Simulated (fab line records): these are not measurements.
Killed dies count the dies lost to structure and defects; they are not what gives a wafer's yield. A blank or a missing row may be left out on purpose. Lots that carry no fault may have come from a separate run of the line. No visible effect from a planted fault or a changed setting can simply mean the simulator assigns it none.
Matching of chambers | flow n5 finfet | N5_BEOL_M6_ALD_77 on ald metal-02 has 4 sister chambers
The step deposits TaN, target thk 2 nm, pulse time 2 s, purge time 3 s. 20 wafers are shown with their chamber, then 10 later ones without.

WAFERS, EACH WITH ITS CHAMBER
wafer  | chamber | heater power w (W) | precursor vessel pressure torr (Torr)
L075.3 | 3       | 401                | 26.25
L075.4 | 0       | 353                | 26.33
L075.5 | 0       | 363                | 26.31
L076.1 | 1       | 428                | 26.23
L076.2 | 0       | 355                | 26.21
L076.3 | 3       | 404                | 26.20
L080.2 | 0       | 344                | 26.21
L080.3 | 2       | 474                | 26.28
L080.4 | 3       | 401                | 26.19
L082.1 | 2       | 467                | 26.20
L082.3 | 0       | 348                | 26.20
L082.4 | 3       | 408                | 26.31
L084.3 | 2       | 460                | 26.32
L084.5 | 2       | 469                | 26.34
L084.6 | 1       | 444                | 26.31
L088.1 | 2       | 476                | 26.30
L088.2 | 1       | 443                | 26.20
L088.5 | 2       | 487                | 26.30
L091.1 | 2       | 465                | 26.26
L091.3 | 3       | 401                | 26.30

SIGNATURES (means of the wafers above)
reading                        | chamber 0 | chamber 1 | chamber 2 | chamber 3 | scatter within a chamber
heater power w                 | 352.60    | 438.33    | 471.14    | 403.00    | 7.39
precursor vessel pressure torr | 26.2520   | 26.2467   | 26.2857   | 26.2500   | 0.0542
Rule: for each reading, subtract the chamber's mean from the wafer's reading, divide by that reading's scatter and square the result; add these up over the readings and take the root, which gives the wafer's distance from the chamber. If the next closest chamber is less than 2 further off than the closest, the wafer can't be placed; otherwise it belongs to the closest. The scatter: take each reading less its chamber's mean, square it, sum over the shown wafers, divide by the number of wafers less the number of chambers, and take the root.

WAFERS MISSING THEIR CHAMBER
wafer  | heater power w (W) | precursor vessel pressure torr (Torr)
L091.6 | 449                | 26.29
L094.2 | 461                | 26.27
L094.3 | 399                | 26.26
L094.4 | 363                | 26.31
L096.1 | 475                | 26.18
L096.3 | 353                | 26.17
L096.5 | 361                | 26.26
L097.2 | 360                | 26.23
L097.4 | 477                | 26.25
L097.5 | 394                | 26.15

THE CHAMBER EACH PASSED THROUGH
wafer  | from the rows above     | in truth
L091.6 | can't be placed: 1 or 2 | 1
L094.2 | can't be placed: 2 or 1 | 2
L094.3 | 3                       | 3
L094.4 | 0                       | 0
L096.1 | 2                       | 2
L096.3 | 0                       | 0
L096.5 | 0                       | 0
L097.2 | 0                       | 0
L097.4 | 2                       | 2
L097.5 | 3                       | 3
Placed correctly: 8 of 10. Can't be placed from these rows: 2 (the true chamber is among the candidates in 2). Number placed wrongly: 0.
